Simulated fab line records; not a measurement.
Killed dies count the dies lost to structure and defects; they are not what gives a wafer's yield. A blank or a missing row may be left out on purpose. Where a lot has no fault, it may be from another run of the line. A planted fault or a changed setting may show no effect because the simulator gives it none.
A struck lot beside a sound one || flow n5Finfet || 44 out of 1938 route steps
Sound: these wafers, L128.2, L128.5, L128.6. Struck: wafers L130.1, L130.5. The cause comes at the end.
Order at every step that has rows: each side's tool, ch and its chambers, its first start. Under that, the readings that differ: sound wafers || struck wafers || difference of the means || sigmas: that difference in standard deviations of wafers without a fault.
alike: a reading whose means differ by less than 2 such deviations, as well as words and numbers matching on both sides. not compared: withheld readings; readings where some wafer has no value; bounds like >300 that might hide an equal value; numbers whose values overlap and for which the record gives no deviation.
A row with sigmas, a row that says differs or no value, or rows on one side alone: a step with any of these is where the two part. Numbers that don't overlap but have no deviation are shown without sigmas and don't part them. A reading that every wafer of one side lacks parts them only if that side has two wafers or more.

first, 3 steps without rows for these wafers: N5_BEOL_M2_ANNEAL_95 (time 240 s); N5_BEOL_M2_SPUTTER_96 (material Cu, target thk 4.5 nm, time 8.29 s); N5_BEOL_M2_ECD_50 (material Cu, target thk 300 nm).
N5_BEOL_M2_ANNEAL_51: time 90 s.
  sound on rtpAnneal-01 ch 0, day 10 17:52; struck on rtpAnneal-02 ch 0, day 10 21:17
{"reading": "annealTempCMax", "sound": "227.3 226.6 227.8", "struck": "226.0 226.1", "difference": -1.2, "sigmas": -2}
  alike: wafer_temp_C_max
then, 1 step without rows for these wafers: N5_BEOL_M2_CMP_52 (polishes, stops on SiOC, t overpolish 6.8 s, target thk 40 nm).
N5_BEOL_M2_THK_MEAS_53: measures by xrf.
  struck on filmMetro-02, day 10 21:53; sound on filmMetro-01, day 10 18:38
  alike: M2_THK
then, 1 step without rows for these wafers: N5_BEOL_M2_PRE_CLEAN_60 (time 15 s).
N5_BEOL_M2_CO_CAP_55: material Co, precursor CCTBA/H2, target thk 2 nm, time 102.1 s.
  sound on cvdCo-02 ch 0,1, day 10 18:43; struck on cvdCo-01 ch 2, day 10 21:57
{"reading": "heaterPowerW (W)", "sound": "203 205 227", "struck": "277 270", "difference": "+62", "sigmas": "+2"}
  not compared: sinceWetCleanH
then, 1 step without rows for these wafers: N5_BEOL_M2_PRE_CLEAN_56 (time 15 s).
N5_BEOL_M2_DEP_57: deposits SiCN from 3MS/NH3, target thk 8 nm, time 14 s.
  sound on pecvd-04 ch 0,1,2, day 10 18:50; struck on pecvd-01 ch 1, day 10 22:04
  alike: showerheadPlenumPTorr, throttleValvePct
  not compared: sinceWetCleanH
N5_BEOL_M2_RS_MEAS_58: a four-point-probe measurement.
  struck on filmMetro-02, day 10 22:08; sound on filmMetro-01, day 10 18:54
  alike: M2_RS
N5_BEOL_M2_INSPECT_59: inspects for defects (darkfield).
  struck on defectInspect-02, day 10 22:10; sound on defectInspect-01, day 10 18:56
  alike: rawDefectCount
N5_BEOL_M3_ILD_DEP_00: deposits SiOC from DEMS/O2, target thk 79 nm, time 15.3 s.
  sound on pecvd-03 ch 0,1, day 10 18:58; struck on pecvd-03 ch 0,1, day 10 22:12
{"reading": "model.SiOC_of_BEOL_M3_ILD_DEP_00.thkNm (nm)", "sound": "79.8 81.4 80", "struck": "46.2 46.6", "difference": -34.0, "sigmas": ""}
  alike: heaterPowerW, showerheadPlenumPTorr, throttleValvePct
  not compared: sinceWetCleanH
N5_BEOL_M3_THK_MEAS_01:
  struck on filmMetro-01, day 10 22:16; sound on filmMetro-02, day 10 19:02
{"reading": "M3_ILD_THK (nm)", "sound": "79.8 81.3 79.9", "struck": "46.3 46.6", "difference": -33.9, "sigmas": -34}
then, 1 step without rows for these wafers: N5_BEOL_M3_PECVD_72 (deposits SiO2 from TEOS/O2, target thk 16 nm, time 18 s).
N5_BEOL_M3_HM_DEP_02: deposits TiN, target thk 20 nm.
  struck on pvdSputter-03, day 10 23:15; sound on pvdSputter-02, day 10 21:29
  alike: throttleValvePct
then, 9 steps without rows for these wafers: N5_BEOL_M3_COAT_61 (time 60 s, resist thk 60 nm); N5_BEOL_M3_COAT_62 (time 60 s, resist thk 12 nm); N5_BEOL_M3_COAT_73 (time 60 s, resist thk 5 nm); N5_BEOL_M3_COAT_05 (resist thk 30 nm); N5_BEOL_M3_EBR_07; N5_BEOL_M3_SOFTBAKE_06 (time 60 s); N5_BEOL_M3_EXPOSE_08 (exposes mask M3); N5_BEOL_M3_PEB_09 (peb time 60 s); N5_BEOL_M3_DEVELOP_10 (develop time 30 s).
N5_BEOL_M3_CD_MEAS_11: the cd target is 17.05 nm.
  sound on cdSem-01 ch 0, day 10 22:01; struck on cdSem-01 ch 0, day 10 23:39
  alike: cdNm
N5_BEOL_M3_OVL_MEAS_12:
  sound on overlay-02 ch 0, day 10 22:03; struck on overlay-01 ch 0, day 10 23:41
  alike: M3_OVL
N5_BEOL_M3_INSPECT_13: inspects for defects (brightfield).
  struck on defectInspect-01, day 10 23:44; sound on defectInspect-02, day 10 22:06
  alike: rawDefectCount
then, 6 steps without rows for these wafers: N5_BEOL_M3_DESCUM_16 (chemistry O2, time 7 s); N5_BEOL_M3_ETCH_74 (etches underlayer in N2/H2, target depth 6.5 nm, time 5.2 s); N5_BEOL_M3_ETCH_63 (etches SiARC in CF4, target depth 15.6 nm, time 26 s); N5_BEOL_M3_ETCH_64 (etches SOC in N2/H2, target depth 75 nm, overetch 15 nm, time 112.5 s); N5_BEOL_M3_STRIP_65 (strips in N2/H2); N5_BEOL_M3_STRIP_75 (strips in N2/H2).
N5_BEOL_M3_STRIP_66: strips in CF4.
  sound on rieDiel-03 ch 0,2,3, day 10 22:20; struck on rieDiel-02 ch 2,3, day 10 23:59
  alike: drypumpMotorCurrentA, oesProductAu, rfVppV, showerheadPlenumPTorr, throttleValvePct
  not compared: rfHoursCounterH
then, 2 steps without rows for these wafers: N5_BEOL_M3_HM_OPEN_17 (chemistry Cl2/BCl3, target TiN, target depth 20 nm, overetch 6 nm); N5_BEOL_M3_STRIP_19 (strips in O2).
N5_BEOL_M3_CD_MEAS_18: pitch 36 nm, target cd 18 nm.
  struck on cdSem-03, day 11 00:13; sound on cdSem-02, day 10 22:38
  alike: cdNm
then, 4 steps without rows for these wafers: N5_BEOL_M3_COAT_67 (time 60 s, resist thk 60 nm); N5_BEOL_M3_COAT_68 (time 60 s, resist thk 12 nm); N5_BEOL_M3_COAT_76 (time 60 s, resist thk 5 nm); N5_BEOL_M3_COAT_22 (resist thk 30 nm).
N5_BEOL_M3_CMP_52: polishes, stops on SiOC, t overpolish 6.8 s, target thk 40 nm.
  sound on cmp-02 ch 2,3, day 11 03:42; struck on cmp-04 ch 0,1, day 11 07:22
{"reading": "model.SiOC_of_BEOL_M3_ILD_DEP_00.thkNm (nm)", "sound": "76.8 78.4 77", "struck": "43.2 43.6", "difference": -34.0, "sigmas": ""}
{"reading": "model.Cu_of_BEOL_M3_ECD_50.thkNm (nm)", "sound": "40.4 39.2 40.2", "struck": "7.4 7.8", "difference": -32.3, "sigmas": ""}
  alike: motorCurrentA
N5_BEOL_M4_RC_MEAS_101:
  the record has rows for the sound wafers here (prober-01 ch 0, day 11 13:13) and none for the struck ones

## WHERE THEY PART
Earliest at N5_BEOL_M2_ANNEAL_51; latest, in this record, at N5_BEOL_M4_RC_MEAS_101.

WHY: what had been put in by the simulator
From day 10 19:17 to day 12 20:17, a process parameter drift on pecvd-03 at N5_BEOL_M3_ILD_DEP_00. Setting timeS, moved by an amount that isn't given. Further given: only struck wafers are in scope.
